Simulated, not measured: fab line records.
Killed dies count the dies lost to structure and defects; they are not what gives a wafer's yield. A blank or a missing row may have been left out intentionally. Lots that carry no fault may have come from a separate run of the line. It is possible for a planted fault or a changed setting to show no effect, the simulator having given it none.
The tool behind it: which one?	flow n5-finfet	72 wafers from 24 lots sampled at 6 of the route's 1938 steps

WHAT THE GAUGES READ, wafer by wafer
N5_BEOL_M2_OVL_MEAS_12.
lot	measured	on	M2_OVL (nm)
L074	day 6 12:03	overlay-01	0.5 0.9 0.9
L075	day 6 22:47	overlay-01	1.0 -1.1 -0.6
L076	day 7 03:08	overlay-01	1.4 1.7 0.7
L077	day 7 08:57	overlay-01	0.1 -0.4 1.1
L078	day 7 10:47	overlay-02	0.9 0.6 -0.9
L079	day 7 19:41	overlay-01	1.0 1.1 1.9
L080	day 7 20:38	overlay-01	0.2 0.3 0.9
L082	day 8 14:59	overlay-01	0.1 -0.3 0.6
L081	day 8 15:20	overlay-01	1.2 0.7 0.5
L083	day 9 03:57	overlay-02	0.7 0.5 -0.8
L085	day 9 06:49	overlay-02	0.1 -0.3 -0.4
L084	day 9 07:07	overlay-02	0.3 0.1 0.4
L086	day 9 19:16	overlay-01	1.5 1.5 1.2
L088	day 9 20:36	overlay-02	1.7 1.3 0.4
L087	day 10 01:58	overlay-02	0.6 -0.2 0.3
L089	day 10 07:28	overlay-02	-0.3 0.2 -0.9
L090	day 10 17:28	overlay-02	0.0 0.2 0.2
L091	day 11 02:03	overlay-01	0.4 0.4 1.0
L092	day 11 03:26	overlay-01	0.0 1.5 -0.5
L093	day 11 06:44	overlay-01	0.4 -0.6 -1.6
L094	day 11 21:05	overlay-01	0.8 0.3 -0.3
L095	day 12 04:31	overlay-01	1.4 0.2 1.4
L096	day 12 09:07	overlay-01	2.3 0.0 0.8
L097	day 12 09:25	overlay-02	-0.5 -0.2 -0.3

N5_BEOL_M2_OCD_MEAS_38.
lot	measured	on	trench-depth-nm (nm)
L074	day 6 13:53	ocd-01	54.0 55.1 57.5
L075	day 7 02:31	ocd-01	54.9 57.1 54.4
L076	day 7 10:39	ocd-02	56.2 55.1 56.9
L077	day 8 06:20	ocd-02	54.1 56.4 56.9
L078	day 8 06:49	ocd-02	54.5 55.9 56.4
L079	day 8 16:19	ocd-01	54.8 54.7 54.9
L080	day 8 16:43	ocd-02	54.0 55.5 55.3
L082	day 8 19:26	ocd-02	54.9 54.2 53.8
L081	day 8 22:11	ocd-01	56.1 56.8 55.8
L083	day 9 12:43	ocd-01	55.9 56.4 55.2
L085	day 9 12:14	ocd-01	56.8 55.4 55.8
L084	day 9 15:40	ocd-02	55.9 55.7 55.1
L086	day 9 22:32	ocd-01	55.9 54.2 54.2
L088	day 9 23:00	ocd-01	56.2 56.1 56.4
L087	day 10 03:37	ocd-02	56.3 56.5 55.5
L089	day 10 11:46	ocd-02	56.4 55.6 55.4
L090	day 11 03:03	ocd-02	55.4 54.4 55.0
L091	day 11 06:22	ocd-01	54.8 56.2 55.4
L092	day 11 20:40	ocd-02	55.7 55.5 55.4
L093	day 11 10:41	ocd-01	55.0 55.1 55.6
L094	day 11 23:49	ocd-01	55.1 54.9 54.6
L095	day 12 11:36	ocd-02	55.3 56.7 57.1
L096	day 12 12:26	ocd-01	54.5 55.5 54.9
L097	day 12 15:00	ocd-01	56.0 56.3 55.9

WHAT TOOL EACH LOT RAN ON (gives the tool, then ch and the chambers of the sampled wafers, and finally the start)
lot	N5_BEOL_M2_STRIP_19	N5_BEOL_M2_ALD_98	N5_BEOL_M2_ETCHBACK_99	N5_BEOL_M2_TRENCH_ETCH_37
L074	rie-diel-06 ch 0,1,2, day 6 12:31	ald-sin-01 ch 0,3, day 6 13:18	rie-diel-01 ch 1,2,3, day 6 13:29	rie-diel-01 ch 1,2,3, day 6 13:53 or earlier
L075	rie-diel-01 ch 0,1,2, day 6 23:26	ald-sin-04 ch 0,3, day 7 00:05	rie-diel-06 ch 0,2,3, day 7 02:08	rie-diel-06 ch 0,2,3, day 7 02:31 or earlier
L076	rie-diel-06 ch 0,1, day 7 03:40	ald-sin-01 ch 1,2, day 7 05:03	rie-diel-06 ch 0,1,3, day 7 10:15	rie-diel-06 ch 0,1,3, day 7 10:39 or earlier
L077	rie-diel-01 ch 1,2,3, day 7 09:59	ald-sin-02 ch 0,1,2, day 7 11:26	rie-diel-01 ch 2,3, day 8 05:56	rie-diel-01 ch 2,3, day 8 06:20 or earlier
L078	rie-diel-01 ch 0,2,3, day 7 11:56	ald-sin-04 ch 0,1,3, day 7 12:41	rie-diel-01 ch 0,2,3, day 8 06:25	rie-diel-01 ch 0,2,3, day 8 06:49 or earlier
L079	rie-diel-05 ch 1,3, day 7 20:42	ald-sin-04 ch 0,2,3, day 7 21:46	rie-diel-01 ch 0,1, day 8 15:56	rie-diel-01 ch 0,1, day 8 16:19 or earlier
L080	rie-diel-06 ch 0,2,3, day 7 21:16	ald-sin-04 ch 0,3, day 7 22:02	rie-diel-05 ch 1,2,3, day 8 16:19	rie-diel-05 ch 1,2,3, day 8 16:43 or earlier
L082	rie-diel-06 ch 1,2, day 8 15:25	ald-sin-04 ch 0,1, day 8 16:27	rie-diel-05 ch 0,1,2, day 8 19:01	rie-diel-05 ch 0,1,2, day 8 19:26 or earlier
L081	rie-diel-01 ch 0,1,2, day 8 15:47	ald-sin-04 ch 0,3, day 8 16:33	rie-diel-01 ch 0,2, day 8 21:47	rie-diel-01 ch 0,2, day 8 22:11 or earlier
L083	rie-diel-05 ch 0,2,3, day 9 04:26	ald-sin-04 ch 0,1,3, day 9 05:16	rie-diel-01 ch 0,1,2, day 9 12:19	rie-diel-01 ch 0,1,2, day 9 12:43 or earlier
L085	rie-diel-05 ch 0,1,3, day 9 07:17	ald-sin-04 ch 2,3, day 9 08:03	rie-diel-01 ch 0,2, day 9 11:50	rie-diel-01 ch 0,2, day 9 12:14 or earlier
L084	rie-diel-05 ch 0,1, day 9 07:34	ald-sin-04 ch 0,1,3, day 9 08:14	rie-diel-01 ch 0,1, day 9 15:16	rie-diel-01 ch 0,1, day 9 15:40 or earlier
L086	rie-diel-06 ch 0,3, day 9 19:50	ald-sin-02 ch 1,3, day 9 20:43	rie-diel-06 ch 2,3, day 9 22:08	rie-diel-06 ch 2,3, day 9 22:32 or earlier
L088	rie-diel-06 ch 1,2,3, day 9 21:03	ald-sin-04 ch 0,2, day 9 21:45	rie-diel-06 ch 0,2, day 9 22:36	rie-diel-06 ch 0,2, day 9 23:00 or earlier
L087	rie-diel-01 ch 0,1,3, day 10 02:26	ald-sin-01 ch 1,2, day 10 03:05	rie-diel-01 ch 0,2,3, day 10 03:13	rie-diel-01 ch 0,2,3, day 10 03:37 or earlier
L089	rie-diel-05 ch 0,2,3, day 10 07:55	ald-sin-04 ch 2,3, day 10 08:46	rie-diel-01 ch 0,1,2, day 10 11:22	rie-diel-01 ch 0,1,2, day 10 11:46 or earlier
L090	rie-diel-05 ch 0,2,3, day 10 17:58	ald-sin-04 ch 1,2,3, day 10 19:00	rie-diel-06 ch 1,2,3, day 11 02:40	rie-diel-06 ch 1,2,3, day 11 03:03 or earlier
L091	rie-diel-01 ch 2,3, day 11 03:40	ald-sin-01 ch 0,2,3, day 11 05:26	rie-diel-01 ch 1,2,3, day 11 05:58	rie-diel-01 ch 1,2,3, day 11 06:22 or earlier
L092	rie-diel-06 ch 2,3, day 11 04:43	ald-sin-01 ch 0,1,2, day 11 05:32	rie-diel-06 ch 1, day 11 20:05	rie-diel-06 ch 1, day 11 20:40 or earlier
L093	rie-diel-01 ch 2,3, day 11 07:18	ald-sin-04 ch 1,2,3, day 11 08:13	rie-diel-01 ch 0,1,3, day 11 10:17	rie-diel-01 ch 0,1,3, day 11 10:41 or earlier
L094	rie-diel-05 ch 2,3, day 11 21:33	ald-sin-04 ch 0,1,3, day 11 22:12	rie-diel-01 ch 0,1, day 11 23:25	rie-diel-01 ch 0,1, day 11 23:49 or earlier
L095	rie-diel-01 ch 0,2,3, day 12 04:59	ald-sin-02 ch 2,3, day 12 05:52	rie-diel-01 ch 0,2, day 12 11:12	rie-diel-01 ch 0,2, day 12 11:36 or earlier
L096	rie-diel-01 ch 1,2, day 12 09:34	ald-sin-01 ch 2,3, day 12 10:47	rie-diel-05 ch 0,3, day 12 12:02	rie-diel-05 ch 0,3, day 12 12:26 or earlier
L097	rie-diel-01 ch 0,1,2, day 12 09:52	ald-sin-01 ch 0,1,2, day 12 10:53	rie-diel-06 ch 0,1,3, day 12 14:36	rie-diel-06 ch 0,1,3, day 12 15:00 or earlier
- N5_BEOL_M2_STRIP_19: strips in O2.
- N5_BEOL_M2_ALD_98: deposits SiO2, target thk 2.5 nm, pulse time 1 s, co reactant pulse time 1 s.
- N5_BEOL_M2_ETCHBACK_99: etches SiO2 in CHF3, target depth 5 nm, time 10.4 s.
- N5_BEOL_M2_TRENCH_ETCH_37: etches SiOC in C4F6/O2, target depth 55.555 nm, time 29.2 s.

AS READ BY THE TOOLS THEMSELVES (means over the sampled wafers that have a number; for cases with no such wafer, the mark the record gives instead)
N5_BEOL_M2_STRIP_19.
lot	tool	chamber-pressure-mTorr (mTorr)	drypump-motor-current-A (A)	oes-product-au (a.u.)	rf-vpp-V (V)	showerhead-plenum-p-Torr (Torr)	throttle-valve-pct (%)
L074	rie-diel-06	29.988	5.7	0.75	3.9	2.04	16.77
L075	rie-diel-01	30.007	5.5	0.81	3.4	2.08	16.51
L076	rie-diel-06	29.985	5.1	0.77	3.9	2.05	16.89
L077	rie-diel-01	30.006	5.6	0.75	3.5	2.09	16.50
L078	rie-diel-01	30.000	5.5	0.78	3.7	2.08	16.60
L079	rie-diel-05	30.009	5.9	0.72	3.8	2.10	16.87
L080	rie-diel-06	30.008	5.9	0.72	3.2	2.02	16.72
L082	rie-diel-06	29.992	6.0	0.71	3.7	1.99	16.80
L081	rie-diel-01	30.012	5.5	0.79	3.8	2.08	16.53
L083	rie-diel-05	30.000	5.9	0.74	3.4	2.12	16.64
L085	rie-diel-05	30.000	6.0	0.76	3.3	2.09	16.73
L084	rie-diel-05	30.038	6.0	0.83	3.9	2.06	16.53
L086	rie-diel-06	30.022	5.6	0.73	3.9	2.05	16.76
L088	rie-diel-06	30.015	5.6	0.81	4.1	2.07	16.73
L087	rie-diel-01	29.991	5.1	0.82	3.5	2.05	16.58
L089	rie-diel-05	29.987	5.9	0.84	3.6	2.11	16.52
L090	rie-diel-05	29.986	5.9	0.84	4.1	2.11	16.54
L091	rie-diel-01	30.018	6.0	0.85	3.7	2.10	16.31
L092	rie-diel-06	29.973	6.2	0.86	3.6	2.14	16.48
L093	rie-diel-01	30.001	5.6	0.88	3.4	2.07	16.33
L094	rie-diel-05	30.003	5.7	0.85	3.9	2.14	16.48
L095	rie-diel-01	30.007	5.5	0.83	4.4	2.07	16.52
L096	rie-diel-01	30.033	5.5	0.75	4.2	2.08	16.49
L097	rie-diel-01	30.024	5.5	0.76	3.1	2.07	16.59

N5_BEOL_M2_ALD_98.
lot	tool	heater-power-w (W)	precursor-pulse-height-rel
L074	ald-sin-01	86	0.993
L075	ald-sin-04	83	0.991
L076	ald-sin-01	75	0.996
L077	ald-sin-02	76	1.000
L078	ald-sin-04	78	1.015
L079	ald-sin-04	84	0.999
L080	ald-sin-04	84	1.015
L082	ald-sin-04	83	1.007
L081	ald-sin-04	82	1.015
L083	ald-sin-04	79	1.000
L085	ald-sin-04	80	1.007
L084	ald-sin-04	78	1.003
L086	ald-sin-02	74	0.981
L088	ald-sin-04	86	0.991
L087	ald-sin-01	78	0.996
L089	ald-sin-04	81	0.997
L090	ald-sin-04	77	1.003
L091	ald-sin-01	85	0.988
L092	ald-sin-01	77	0.997
L093	ald-sin-04	77	1.017
L094	ald-sin-04	81	0.991
L095	ald-sin-02	70	0.995
L096	ald-sin-01	86	1.020
L097	ald-sin-01	77	0.988

N5_BEOL_M2_ETCHBACK_99.
lot	tool	chamber-pressure-mTorr (mTorr)	drypump-motor-current-A (A)	oes-product-au (a.u.)	rf-vpp-V (V)	showerhead-plenum-p-Torr (Torr)	throttle-valve-pct (%)
L074	rie-diel-01	29.995	5.6	0.77	242	2.16	16.93
L075	rie-diel-06	30.024	5.9	0.72	242	2.09	17.21
L076	rie-diel-06	30.023	5.3	0.75	241	2.11	17.34
L077	rie-diel-01	30.005	6.0	0.78	241	2.17	16.87
L078	rie-diel-01	30.007	5.5	0.77	243	2.13	17.01
L079	rie-diel-01	30.016	5.0	0.76	242	2.12	17.02
L080	rie-diel-05	29.998	5.8	0.70	244	2.19	17.24
L082	rie-diel-05	29.986	5.8	0.74	242	2.15	17.00
L081	rie-diel-01	29.990	5.9	0.82	240	2.16	16.85
L083	rie-diel-01	30.026	5.4	0.78	240	2.13	16.95
L085	rie-diel-01	29.973	5.4	0.80	242	2.11	16.98
L084	rie-diel-01	29.978	5.0	0.77	243	2.09	17.07
L086	rie-diel-06	30.004	5.8	0.79	244	2.13	17.15
L088	rie-diel-06	29.994	5.9	0.83	241	2.21	17.08
L087	rie-diel-01	30.019	5.5	0.85	242	2.12	16.88
L089	rie-diel-01	30.010	5.5	0.78	241	2.13	16.95
L090	rie-diel-06	30.016	5.7	0.79	242	2.14	17.22
L091	rie-diel-01	30.018	5.6	0.81	242	2.14	16.86
L092	rie-diel-06	29.983	4.9	0.73	237	2.08	17.55
L093	rie-diel-01	30.034	5.1	0.81	243	2.10	16.98
L094	rie-diel-01	30.022	5.0	0.76	243	2.08	17.10
L095	rie-diel-01	29.995	5.9	0.78	239	2.15	16.91
L096	rie-diel-05	30.020	6.1	0.74	241	2.17	17.29
L097	rie-diel-06	30.003	5.3	0.80	243	2.18	17.30

N5_BEOL_M2_TRENCH_ETCH_37.
lot	tool	chamber-pressure-mTorr (mTorr)	drypump-motor-current-A (A)	oes-product-au (a.u.)	rf-vpp-V (V)	showerhead-plenum-p-Torr (Torr)	throttle-valve-pct (%)
L074	rie-diel-01	30.013	5.6	0.77	669	2.85	20.69
L075	rie-diel-06	30.006	5.9	0.71	667	2.77	20.99
L076	rie-diel-06	29.987	5.3	0.75	667	2.79	21.15
L077	rie-diel-01	30.010	6.0	0.79	666	2.87	20.63
L078	rie-diel-01	30.001	5.5	0.78	671	2.82	20.76
L079	rie-diel-01	30.009	5.0	0.76	669	2.79	20.77
L080	rie-diel-05	30.040	5.8	0.70	675	2.89	21.01
L082	rie-diel-05	29.984	5.8	0.74	670	2.84	20.78
L081	rie-diel-01	29.975	6.0	0.82	663	2.85	20.64
L083	rie-diel-01	30.018	5.4	0.79	667	2.82	20.72
L085	rie-diel-01	29.983	5.4	0.80	669	2.79	20.76
L084	rie-diel-01	30.015	5.0	0.77	672	2.77	20.84
L086	rie-diel-06	30.006	5.8	0.79	674	2.82	20.96
L088	rie-diel-06	30.005	5.9	0.84	667	2.92	20.88
L087	rie-diel-01	30.006	5.5	0.86	670	2.81	20.66
L089	rie-diel-01	29.999	5.5	0.78	667	2.82	20.73
L090	rie-diel-06	29.978	5.6	0.79	666	2.83	21.03
L091	rie-diel-01	30.008	5.6	0.82	669	2.83	20.62
L092	rie-diel-06	29.968	4.9	0.74	654	2.75	21.36
L093	rie-diel-01	30.004	5.1	0.81	674	2.77	20.76
L094	rie-diel-01	30.002	5.0	0.75	671	2.76	20.86
L095	rie-diel-01	29.983	5.9	0.79	663	2.84	20.68
L096	rie-diel-05	30.006	6.0	0.74	667	2.87	21.05
L097	rie-diel-06	30.017	5.3	0.81	669	2.88	21.13

THE ANSWER, worked out from the rows above alone
Rule: usual is defined by the lots themselves. Put in order of their means at a reading, lots are off if they are a third of the lots or fewer, leave a main group of 4 or more, and stand apart from it by a gap of 3 or more times the standard deviation of the main group's means; of several such gaps the widest counts. The tables above print the reading to a certain number of digits; a main group whose means all agree to those digits is not used. Also off: a lot with no number at a reading for which 4 or more lots have one. The other lots that the step has rows for count as sound. After the gauges, taken in route order, come the tools' own readings; for these a lot's mean is taken, as printed above. The first step at which some lot is off is used, and at that step the reading that is off furthest; a lot without a number counts as furthest.
Nothing can be told from this: no lot is off at any reading shown.

WHAT THE SIMULATOR HAD PUT IN
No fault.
